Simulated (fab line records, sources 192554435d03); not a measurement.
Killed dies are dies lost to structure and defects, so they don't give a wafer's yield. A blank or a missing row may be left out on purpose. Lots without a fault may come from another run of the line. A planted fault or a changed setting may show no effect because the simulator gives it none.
Chamber matching | flow n5_finfet | N5_BEOL_M11_CURE_72 on uv_cure-03: 3 sister chambers
The step cures SiCOH lowk, time 120 s. 6 wafers are shown with their chamber, then 12 later ones without.

WAFERS WITH THEIR CHAMBER
wafer  | chamber | wafer_temp_C_max | lamp_power_pct (%)
L077.3 | 1       | 371.8            | 52.32
L077.4 | 1       | 372.2            | 52.26
L088.4 | 0       | 372.5            | 52.31
L088.5 | 0       | 371.6            | 52.33
L086.3 | 2       | 372.1            | 52.42
L086.5 | 2       | 371.8            | 52.36

WAFERS WITHOUT THEIR CHAMBER
wafer  | wafer_temp_C_max | lamp_power_pct (%)
L087.1 | 372.1            | 52.29
L087.2 | 371.6            | 52.35
L087.5 | 371.5            | 52.41
L089.2 | 371.6            | 52.26
L089.3 | 371.3            | 52.36
L089.5 | 371.7            | 52.29
L091.2 | 371.8            | 52.28
L091.4 | 373.0            | 52.23
L091.6 | 372.0            | 52.20
L093.1 | 372.2            | 52.29
L093.2 | 371.9            | 52.30
L093.6 | 371.8            | 52.32

WHICH CHAMBER EACH WENT THROUGH
wafer  | from the rows above          | in truth
L087.1 | can't be placed: 1 or 0      | 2
L087.2 | can't be placed: 0 or 2 or 1 | 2
L087.5 | can't be placed: 2 or 0      | 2
L089.2 | can't be placed: 1 or 0      | 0
L089.3 | can't be placed: 2 or 0 or 1 | 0
L089.5 | can't be placed: 1 or 0      | 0
L091.2 | can't be placed: 1 or 0      | 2
L091.4 | can't be placed: 1 or 0      | 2
L091.6 | can't be placed: 1 or 0      | 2
L093.1 | can't be placed: 1 or 0      | 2
L093.2 | can't be placed: 1 or 0      | 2
L093.6 | can't be placed: 0 or 1 or 2 | 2
Placed correctly: 0 of 12. Can't be placed from these rows: 12 (the true chamber is among the candidates in 6). Placed wrongly: 0.
How it was worked out, from the rows above alone: a wafer's distance from a chamber is the root of the sum, over the readings, of the square of ((its reading less the chamber's mean) divided by the reading's scatter). The wafer belongs to the nearest chamber; if the next one is less than 2 further off, it can't be placed. A chamber's mean is the mean of its shown wafers. The scatter: the root of (the sum of the squares of (reading less its chamber's mean) over the shown wafers, divided by (wafers less chambers)).
